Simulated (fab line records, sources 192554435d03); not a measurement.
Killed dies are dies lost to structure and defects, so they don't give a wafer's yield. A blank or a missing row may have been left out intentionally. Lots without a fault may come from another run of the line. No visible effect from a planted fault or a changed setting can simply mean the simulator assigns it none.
Chamber matching | flow n5Finfet | 4 sister chambers for N5_BEOL_M4_ETCH_69 on rieDiel-06
The step etches SiARC in CF4, target depth 15.6 nm, time 26 s. 4 wafers are shown with their chamber, then 7 later ones without.

== WAFERS PAIRED WITH THEIR CHAMBERS ==
wafer  | chamber | showerheadPlenumPTorr (Torr)
L078.6 | 2       | 2.21
L080.3 | 1       | 2.12
L080.5 | 0       | 2.21
L083.4 | 3       | 2.06

== WAFERS WITHOUT THEIR CHAMBER ==
wafer  | showerheadPlenumPTorr (Torr)
L083.6 | 2.12
L087.2 | 2.20
L087.3 | 2.20
L087.6 | 2.11
L093.2 | 2.20
L093.3 | 2.11
L093.4 | 2.20

== WHICH CHAMBER EACH WENT THROUGH ==
wafer  | from the rows above     | in truth
L083.6 | 1                       | 1
L087.2 | can't be placed: 0 or 2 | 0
L087.3 | can't be placed: 0 or 2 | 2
L087.6 | 1                       | 1
L093.2 | can't be placed: 0 or 2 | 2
L093.3 | 1                       | 1
L093.4 | can't be placed: 0 or 2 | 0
Correct placement for 3 of the 7. Can't be placed from these rows: 4 (the true chamber is among the candidates in 4). 0 placed wrongly.
How it was worked out, from the rows above alone: a wafer's distance from a chamber is the root of the sum, over the readings, of the square of ((its reading less the chamber's mean) divided by the reading's scatter). The wafer belongs to the nearest chamber; if the next one is less than 2 further off, it can't be placed. The mean given for a chamber averages the wafers shown for that chamber. The scatter: root of mean squared gap, hidden wafer to nearest shown wafer, with one shown wafer a chamber.
